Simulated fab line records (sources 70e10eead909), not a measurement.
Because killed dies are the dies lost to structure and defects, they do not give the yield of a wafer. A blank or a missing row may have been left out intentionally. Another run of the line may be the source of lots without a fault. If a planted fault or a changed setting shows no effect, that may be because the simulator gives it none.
Matching of chambers / flow nand-harc / pecvd-02 running NHARC_A_STAIRCASE_DEP_151: 3 sister chambers
The step deposits SiO2, target thk 7200 nm. 3 wafers are shown with their chamber, then 7 later ones without.

WAFERS WITH THEIR CHAMBER
wafer=L084.6; chamber=0; heater-power-w (W)=619
wafer=L091.2; chamber=1; heater-power-w (W)=578
wafer=L091.3; chamber=2; heater-power-w (W)=691

WAFERS WITHOUT THEIR CHAMBER
wafer=L091.4; heater-power-w (W)=565
wafer=L095.1; heater-power-w (W)=739
wafer=L095.2; heater-power-w (W)=576
wafer=L095.4; heater-power-w (W)=528
wafer=L097.1; heater-power-w (W)=605
wafer=L097.2; heater-power-w (W)=741
wafer=L097.5; heater-power-w (W)=626

CHAMBER TAKEN BY EACH
wafer=L091.4; from the rows above=can't be placed: 1 or 0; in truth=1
wafer=L095.1; from the rows above=2; in truth=2
wafer=L095.2; from the rows above=can't be placed: 1 or 0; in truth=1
wafer=L095.4; from the rows above=can't be placed: 1 or 0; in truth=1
wafer=L097.1; from the rows above=can't be placed: 0 or 1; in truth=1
wafer=L097.2; from the rows above=2; in truth=2
wafer=L097.5; from the rows above=can't be placed: 0 or 1 or 2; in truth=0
Correctly placed: 2 of 7. These rows do not allow placing 5 (true chamber among the candidates in 5). Wrongly placed: 0.
How it was worked out, from the rows above alone: a wafer's distance from a chamber is the root of the sum, over the readings, of the square of ((its reading less the chamber's mean) divided by the reading's scatter). The wafer belongs to the nearest chamber; if the next one is less than 2 further off, it can't be placed. For every chamber, the mean is computed from those of its wafers that are shown. The scatter (one wafer shown for each chamber): square how far every hidden wafer sits from the nearest shown wafer, average those squares and take the square root.
